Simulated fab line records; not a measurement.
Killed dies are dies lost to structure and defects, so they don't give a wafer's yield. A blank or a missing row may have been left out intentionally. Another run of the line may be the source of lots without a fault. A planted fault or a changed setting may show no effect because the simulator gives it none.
fab line records    flow nand-harc
record lots=13  wafers=39  last-day=34
route steps=1302 shown P_ZERO_WELL@26 P_STI@83
lots untouched by any fault: they come from a run of this same line in which no faults occurred
start-h: hours from the record's opening day to when the first of the lot's shown wafers began    wait-h: hours since the lot's step before    " unchanged from the row above    L1.1+2: one row covering several wafers at once    - no value, or no start given    * or withheld: withheld    < > ~ a bound
route shown NAME@n: names a module that has steps shown in the file, with the first one's number in the route    usual: the fault-free wafers' mean and standard deviation    same: alike in all rows    chamber/n: place in a boat    sites: readings site by site    _std_site: standard deviation across them    _edge_site: mean of outer sites minus mean of inner sites    radius-mm: how far each site lies from the wafer's centre    mask NAME#n: copy n    behind: the tool/chamber that last shaped the wafer    hold: why the lot went on hold/how many hours it stayed there/how the hold came to an end    device: the n, p or np transistor that did not switch    end of line: tests run on the same wafers once the route is complete    where a step has no rows: the recipe by itself    killed: dies that structure and defects cost at the first sort, which is not the same as the wafer's yield    map: the dies of a wafer, with x for killed, . for not killed, _ for no die there
set.NAME: the setting that was run; set.NAME@STEP: the one run at that earlier step    model.NAME: the simulator's own value behind a step, which no gauge read
steps of the route over a sample of lots; a table a step, a row a wafer
services: when a tool's chamber went out of use (start-h, in hours from the record's first day, below 0 if earlier), for how many hours, and the reason
## steps
# step NHARC_P_ZERO_WELL_EXPOSE_21
# recipe na=0.6  target-cd-nm=720  dose-mj=22.31  mask-id=P_NWELL
# usual focus-offset-nm=0.1/0.56
lot.wafer  tool            chamber  start-h  wait-h  mask          focus-offset-nm
L288.2     krf-scanner-03  0        32.49    -       P_NWELL#0     0.8
L288.3     "               0        "        "       P_NWELL#0     -0.4
L288.4     "               0        "        "       P_NWELL#0     -0.2
L290.1     krf-scanner-04  0        52.18    -       P_NWELL#0     1.0
L290.5     "               0        "        "       P_NWELL#0     0.7
L290.6     "               0        "        "       P_NWELL#0     1.6
L292.1     krf-scanner-02  0        72.32    -       P_NWELL#0     -0.8
L292.4     "               0        "        "       P_NWELL#0     0.1
L292.5     "               0        "        "       P_NWELL#0     0.1
L293.4     krf-scanner-02  0        82.19    -       P_NWELL#0     -0.1
L293.5     "               0        "        "       P_NWELL#0     0.7
L293.6     "               0        "        "       P_NWELL#0     -0.7
L294.3     krf-scanner-04  0        92.45    -       P_NWELL#0     0.3
L294.4     "               0        "        "       P_NWELL#0     0.6
L294.6     "               0        "        "       P_NWELL#0     0.5
L295.2     krf-scanner-03  0        102.43   -       P_NWELL#0     0.5
L295.4     "               0        "        "       P_NWELL#0     0.1
L295.5     "               0        "        "       P_NWELL#0     -0.4
L298.3     krf-scanner-03  0        132.65   -       P_NWELL_R1#0  -0.7
L298.5     "               0        "        "       P_NWELL_R1#0  -0.4
L298.6     "               0        "        "       P_NWELL_R1#0  1.1
L299.1     krf-scanner-02  0        142.42   -       P_NWELL#0     0.6
L299.4     "               0        "        "       P_NWELL#0     0.7
L299.6     "               0        "        "       P_NWELL#0     0.7
L301.1     krf-scanner-04  0        162.32   -       P_NWELL#0     0.7
L301.2     "               0        "        "       P_NWELL#0     0.6
L301.3     "               0        "        "       P_NWELL#0     0.0
L302.2     krf-scanner-04  0        172.34   -       P_NWELL#0     0.1
L302.3     "               0        "        "       P_NWELL#0     0.7
L302.4     "               0        "        "       P_NWELL#0     0.2
L308.4     krf-scanner-04  0        232.37   -       P_NWELL#0     -0.1
L308.5     "               0        "        "       P_NWELL#0     1.2
L308.6     "               0        "        "       P_NWELL#0     0.7
L309.3     krf-scanner-04  0        242.19   -       P_NWELL#0     -0.9
L309.4     "               0        "        "       P_NWELL#0     0.1
L309.6     "               0        "        "       P_NWELL#0     -0.7
L310.1     krf-scanner-04  0        252.22   -       P_NWELL#0     0.1
L310.4     "               0        "        "       P_NWELL#0     0.9
L310.6     "               0        "        "       P_NWELL#0     0.3
# step NHARC_P_ZERO_WELL_CD_MEAS_24
# recipe target-cd-nm=720  landing-energy-ev=500
# usual cd-nm=720.1/1.5
lot.wafer  tool       chamber  start-h  wait-h  cd-nm
L288.2     cd-sem-02  0        32.64    -       718.6
L288.3     "          0        "        "       719.4
L288.4     "          0        "        "       720.5
L290.1     cd-sem-03  0        52.34    -       723.5
L290.5     "          0        "        "       718.8
L290.6     "          0        "        "       718.5
L292.1     cd-sem-03  0        72.49    -       720.4
L292.4     "          0        "        "       721.8
L292.5     "          0        "        "       721.7
L293.4     cd-sem-02  0        82.33    -       718.8
L293.5     "          0        "        "       720.4
L293.6     "          0        "        "       720.9
L294.3     cd-sem-02  0        92.60    -       719.9
L294.4     "          0        "        "       720.8
L294.6     "          0        "        "       722.6
L295.2     cd-sem-01  0        102.59   -       721.0
L295.4     "          0        "        "       720.0
L295.5     "          0        "        "       720.8
L298.3     cd-sem-02  0        132.80   -       710.0
L298.5     "          0        "        "       710.2
L298.6     "          0        "        "       709.3
L299.1     cd-sem-03  0        142.57   -       721.2
L299.4     "          0        "        "       719.2
L299.6     "          0        "        "       718.5
L301.1     cd-sem-03  0        162.47   -       719.7
L301.2     "          0        "        "       720.9
L301.3     "          0        "        "       721.9
L302.2     cd-sem-03  0        172.49   -       720.2
L302.3     "          0        "        "       721.5
L302.4     "          0        "        "       720.7
L308.4     cd-sem-02  0        232.52   -       720.5
L308.5     "          0        "        "       719.6
L308.6     "          0        "        "       721.5
L309.3     cd-sem-03  0        242.34   -       717.6
L309.4     "          0        "        "       719.0
L309.6     "          0        "        "       718.9
L310.1     cd-sem-02  0        252.38   -       719.2
L310.4     "          0        "        "       722.3
L310.6     "          0        "        "       720.5
# step NHARC_P_STI_CD_MEAS_09
# recipe target-cd-nm=200  landing-energy-ev=500
# usual cd-nm=200.4/1.8
lot.wafer  tool       chamber  start-h  wait-h  cd-nm
L288.2     cd-sem-03  0        58.47    -       202.7
L288.3     "          0        "        "       197.8
L288.4     "          0        "        "       201.7
L290.1     cd-sem-01  0        73.31    -       200.8
L290.5     "          0        "        "       198.3
L290.6     "          0        "        "       202.0
L292.1     cd-sem-03  0        94.68    -       200.9
L292.4     "          0        "        "       201.8
L292.5     "          0        "        "       200.5
L293.4     cd-sem-03  0        102.79   -       201.2
L293.5     "          0        "        "       201.6
L293.6     "          0        "        "       198.7
L294.3     cd-sem-01  0        112.03   -       200.1
L294.4     "          0        "        "       199.0
L294.6     "          0        "        "       200.0
L295.2     cd-sem-03  0        123.78   -       198.9
L295.4     "          0        "        "       198.5
L295.5     "          0        "        "       197.4
L298.3     cd-sem-02  0        158.13   -       201.6
L298.5     "          0        "        "       199.0
L298.6     "          0        "        "       198.9
L299.1     cd-sem-01  0        163.13   -       200.7
L299.4     "          0        "        "       202.3
L299.6     "          0        "        "       201.6
L301.1     cd-sem-02  0        183.48   -       199.7
L301.2     "          0        "        "       201.6
L301.3     "          0        "        "       200.6
L302.2     cd-sem-02  0        194.08   -       199.0
L302.3     "          0        "        "       200.9
L302.4     "          0        "        "       198.2
L308.4     cd-sem-02  0        254.62   -       200.0
L308.5     "          0        "        "       199.7
L308.6     "          0        "        "       198.5
L309.3     cd-sem-02  0        262.68   -       199.8
L309.4     "          0        "        "       198.8
L309.6     "          0        "        "       199.7
L310.1     cd-sem-03  0        272.66   -       200.1
L310.4     "          0        "        "       202.7
L310.6     "          0        "        "       203.3
# step NHARC_P_STI_CD_MEAS_16
# usual cd-nm=200.0/2.1
lot.wafer  tool       chamber  start-h  wait-h  cd-nm
L288.2     cd-sem-01  -        59.16    -       202.0
L288.3     "          -        "        "       197.8
L288.4     "          -        "        "       200.8
L290.1     cd-sem-03  -        74.00    -       198.6
L290.5     "          -        "        "       197.8
L290.6     "          -        "        "       200.5
L292.1     cd-sem-03  -        95.37    -       200.4
L292.4     "          -        "        "       201.0
L292.5     "          -        "        "       200.1
L293.4     cd-sem-02  -        103.48   -       202.2
L293.5     "          -        "        "       200.5
L293.6     "          -        "        "       200.0
L294.3     cd-sem-02  -        112.76   -       200.8
L294.4     "          -        "        "       198.7
L294.6     "          -        "        "       199.4
L295.2     cd-sem-02  -        124.47   -       200.1
L295.4     "          -        "        "       197.7
L295.5     "          -        "        "       196.8
L298.3     cd-sem-01  -        158.83   -       201.5
L298.5     "          -        "        "       199.1
L298.6     "          -        "        "       198.9
L299.1     cd-sem-03  -        163.83   -       201.8
L299.4     "          -        "        "       200.8
L299.6     "          -        "        "       202.0
L301.1     cd-sem-03  -        184.18   -       201.4
L301.2     "          -        "        "       202.6
L301.3     "          -        "        "       202.9
L302.2     cd-sem-01  -        194.77   -       198.5
L302.3     "          -        "        "       202.4
L302.4     "          -        "        "       198.1
L308.4     cd-sem-02  -        255.32   -       197.2
L308.5     "          -        "        "       197.6
L308.6     "          -        "        "       197.6
L309.3     cd-sem-02  -        263.42   -       198.1
L309.4     "          -        "        "       196.9
L309.6     "          -        "        "       197.7
L310.1     cd-sem-01  -        273.36   -       198.6
L310.4     "          -        "        "       201.1
L310.6     "          -        "        "       201.0
# step NHARC_P_STI_OCD_MEAS_43
# usual trench-depth-nm=303/3.5  trench-foot-cd-nm=158.0/1.8
lot.wafer  tool    chamber  start-h  wait-h  trench-depth-nm  trench-foot-cd-nm
L288.2     ocd-01  -        59.76    -       302              160.1
L288.3     "       -        "        "       301              155.8
L288.4     "       -        "        "       301              160.1
L290.1     ocd-02  -        74.61    -       303              158.4
L290.5     "       -        "        "       302              156.7
L290.6     "       -        "        "       307              159.0
L292.1     ocd-02  -        95.97    -       309              156.9
L292.4     "       -        "        "       309              157.8
L292.5     "       -        "        "       303              157.4
L293.4     ocd-01  -        104.07   -       303              158.7
L293.5     "       -        "        "       299              160.1
L293.6     "       -        "        "       304              156.4
L294.3     ocd-02  -        113.36   -       301              157.9
L294.4     "       -        "        "       303              156.7
L294.6     "       -        "        "       300              158.3
L295.2     ocd-01  -        125.07   -       301              157.1
L295.4     "       -        "        "       308              154.9
L295.5     "       -        "        "       304              155.0
L298.3     ocd-01  -        159.42   -       296              159.8
L298.5     "       -        "        "       302              156.9
L298.6     "       -        "        "       300              156.7
L299.1     ocd-01  -        164.42   -       309              157.6
L299.4     "       -        "        "       301              160.1
L299.6     "       -        "        "       301              159.7
L301.1     ocd-01  -        184.77   -       302              157.0
L301.2     "       -        "        "       300              159.8
L301.3     "       -        "        "       300              158.2
L302.2     ocd-02  -        195.38   -       308              156.0
L302.3     "       -        "        "       303              158.5
L302.4     "       -        "        "       300              156.0
L308.4     ocd-02  -        255.91   -       304              157.6
L308.5     "       -        "        "       303              157.0
L308.6     "       -        "        "       298              157.1
L309.3     ocd-01  -        264.01   -       298              158.1
L309.4     "       -        "        "       301              156.4
L309.6     "       -        "        "       301              157.1
L310.1     ocd-01  -        273.95   -       299              158.4
L310.4     "       -        "        "       303              159.8
L310.6     "       -        "        "       302              161.2
## services
tool            chamber  start-h  hours  kind
krf-scanner-02  -        9.68     6.6    repair
krf-scanner-04  -        10.00    4.0    pm
krf-scanner-04  -        28.73    1.2    repair
krf-scanner-03  -        52.01    4.0    pm
krf-scanner-02  -        94.00    4.0    pm
krf-scanner-02  0        102.27   -      calibration
krf-scanner-02  -        118.32   0.4    repair
krf-scanner-02  -        124.71   0.4    repair
krf-scanner-04  -        138.09   8.3    repair
krf-scanner-04  0        148.67   -      calibration
krf-scanner-04  -        182.00   4.0    pm
krf-scanner-03  0        183.21   -      calibration
krf-scanner-03  -        224.01   4.0    pm
## key
first-sign step=NHARC_P_ZERO_WELL_EXPOSE_21  reading=mask  direction=changed
effect step=NHARC_P_ZERO_WELL_CD_MEAS_24  reading=cd-nm  direction=down  sigmas=7  usual=720.1  struck=709.8
met-at NHARC_P_ZERO_WELL_EXPOSE_21
struck-lots L298
tester-left-out L298
not-acting-at NHARC_P_STI_CD_MEAS_09,NHARC_P_STI_CD_MEAS_16,NHARC_P_STI_OCD_MEAS_43
onset-between 102.43 132.65
fault kind=wrong-mask  tool=any  chamber=-  onset-h=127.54  steps=NHARC_P_ZERO_WELL_EXPOSE_21  aux-copy=P_NWELL_R1#0  cd-offset-nm=-8.4691  scope=struck-lots-only
# tester-left-out: of these lots the tester's yield and bins aren't shown, on N5 and GAA mostly nor the transistor test; their killed dies are dies lost to structure and defects alone, not to doping, threshold or leakage, so they don't give the yield
